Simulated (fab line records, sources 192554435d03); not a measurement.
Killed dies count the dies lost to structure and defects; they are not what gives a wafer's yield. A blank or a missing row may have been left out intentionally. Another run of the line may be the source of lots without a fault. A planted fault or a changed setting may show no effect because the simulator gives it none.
Split-lot experiment + flow n5_finfet + 7 lots, 39 wafers read, on a route of 1938 steps

== THE SPLIT ITSELF ==
At N5_HKMG_FIN_ETCH_54 (etches SiARC in CF4, target depth 45.5 nm, time 75.8 s), the setting bias_w was moved away from the recipe's 36 W on 12 of the 39 wafers read, by +10.9% to +17.0%. This setting was run at the recipe's value on the other wafers.

The reading is taken at the split's own step.

== THE READING ==
rf_vpp_V, in V, at N5_HKMG_FIN_ETCH_54 (etches SiARC in CF4, target depth 45.5 nm, time 75.8 s). Fault-free wafers of this fab line usually give 184.2 V, standard deviation 1.3 V.

| wafer  | tool, chamber at the split | bias_w as run, W | against the recipe | rf_vpp_V, V | against lot-mates on the recipe |
|--------|----------------------------|------------------|--------------------|-------------|---------------------------------|
| L080.1 | rie_diel-01, 1             | 36               | recipe             | 184.8       | -                               |
| L080.2 | rie_diel-01, 3             | 36               | recipe             | 181.5       | -                               |
| L080.3 | rie_diel-01, 0             | 36               | recipe             | 183.2       | -                               |
| L080.4 | rie_diel-01, 2             | 39.92            | +10.9%             | 197.5       | +14.3                           |
| L080.5 | rie_diel-01, 2             | 39.92            | +10.9%             | 198.6       | +15.4                           |
| L080.6 | rie_diel-01, 3             | 39.92            | +10.9%             | 196.5       | +13.3                           |
| L083.1 | rie_diel-01, 0             | 36               | recipe             | 181.8       | -                               |
| L083.2 | rie_diel-01, 2             | 36               | recipe             | 182.6       | -                               |
| L083.3 | rie_diel-01, 3             | 36               | recipe             | 185.1       | -                               |
| L083.4 | rie_diel-01, 1             | 36               | recipe             | 183.3       | -                               |
| L083.5 | rie_diel-01, 0             | 36               | recipe             | 183.1       | -                               |
| L083.6 | rie_diel-01, 3             | 36               | recipe             | 182.9       | -                               |
| L085.1 | rie_diel-06, 0             | 41.69            | +15.8%             | 204.0       | +20.2                           |
| L085.2 | rie_diel-06, 2             | 36               | recipe             | 182.4       | -                               |
| L085.3 | rie_diel-06, 3             | 41.69            | +15.8%             | 204.5       | +20.7                           |
| L085.4 | rie_diel-06, 1             | 41.69            | +15.8%             | 201.1       | +17.3                           |
| L085.5 | rie_diel-06, 2             | 36               | recipe             | 184.2       | -                               |
| L085.6 | rie_diel-06, 3             | 36               | recipe             | 184.8       | -                               |
| L090.2 | rie_diel-01, 0             | 36               | recipe             | 182.1       | -                               |
| L090.3 | rie_diel-01, 1             | 36               | recipe             | 181.5       | -                               |
| L090.4 | rie_diel-01, 3             | 36               | recipe             | 183.9       | -                               |
| L092.1 | rie_diel-02, 0             | 36               | recipe             | 183.5       | -                               |
| L092.2 | rie_diel-02, 1             | 36               | recipe             | 184.4       | -                               |
| L092.3 | rie_diel-02, 2             | 36               | recipe             | 184.7       | -                               |
| L092.4 | rie_diel-02, 3             | 36               | recipe             | 184.6       | -                               |
| L092.5 | rie_diel-02, 2             | 36               | recipe             | 184.1       | -                               |
| L092.6 | rie_diel-02, 1             | 36               | recipe             | 186.2       | -                               |
| L093.1 | rie_diel-06, 1             | 36               | recipe             | 183.0       | -                               |
| L093.2 | rie_diel-06, 3             | 40.54            | +12.6%             | 199.6       | +14.7                           |
| L093.3 | rie_diel-06, 0             | 40.54            | +12.6%             | 200.2       | +15.3                           |
| L093.4 | rie_diel-06, 2             | 36               | recipe             | 185.5       | -                               |
| L093.5 | rie_diel-06, 2             | 36               | recipe             | 186.3       | -                               |
| L093.6 | rie_diel-06, 3             | 40.54            | +12.6%             | 200.8       | +15.9                           |
| L095.1 | rie_diel-01, 3             | 42.11            | +17.0%             | 201.3       | +17.8                           |
| L095.2 | rie_diel-01, 2             | 36               | recipe             | 182.9       | -                               |
| L095.3 | rie_diel-01, 1             | 36               | recipe             | 183.2       | -                               |
| L095.4 | rie_diel-01, 0             | 42.11            | +17.0%             | 202.6       | +19.1                           |
| L095.5 | rie_diel-01, 0             | 42.11            | +17.0%             | 202.6       | +19.1                           |
| L095.6 | rie_diel-01, 3             | 36               | recipe             | 184.5       | -                               |

FIT RESULTS
A straight line over all 39 wafers: rf_vpp_V changes by +1.2 V for each +1% of bias_w; r = +0.99; the points scatter about the line by 1.4 V.
The same after taking each lot's own level away (the mean of its wafers on the recipe; 39 wafers): +1.19 V for each +1%; r = +0.99; scatter 1.2 V.
Per that fit: largest bias_w move, reading shift of 20 V.
From 182.50 to 184.93 V: that is the span of the lots' own levels, equal to 1.9 times the standard deviation above.
So the lot-to-lot level changes the slope little: the two slopes agree.
Check: for one of the wafers moved furthest among these (+17.0%), held out of the fit, the line's prediction against its lot-mates is +20.5 V. It came out at +17.8 V against them.
Tool readings at the split's step, against how far the setting was moved: rf_vpp_V r = +0.99.

== FURTHER SPLITS ON THESE WAFERS ==
Before the reading, these wafers also passed through other splits. Each is held against what the fit with the lots' levels taken away leaves over:
| other split on the same wafers | wafers away from the commonest value | r with rf_vpp_V (lot level and that fit taken away) |
|--------------------------------|--------------------------------------|-----------------------------------------------------|
| N5_DUMMY_GATE_ETCH_32 time_s   | 15                                   | +0.12                                               |
| N5_SD_ACTIVATION_LSA_01 temp_c | 15                                   | +0.04                                               |

== THE FILE'S OWN FIT ==
rf_vpp_V changes by +1.19 V for each +1% of bias_w, r = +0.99.
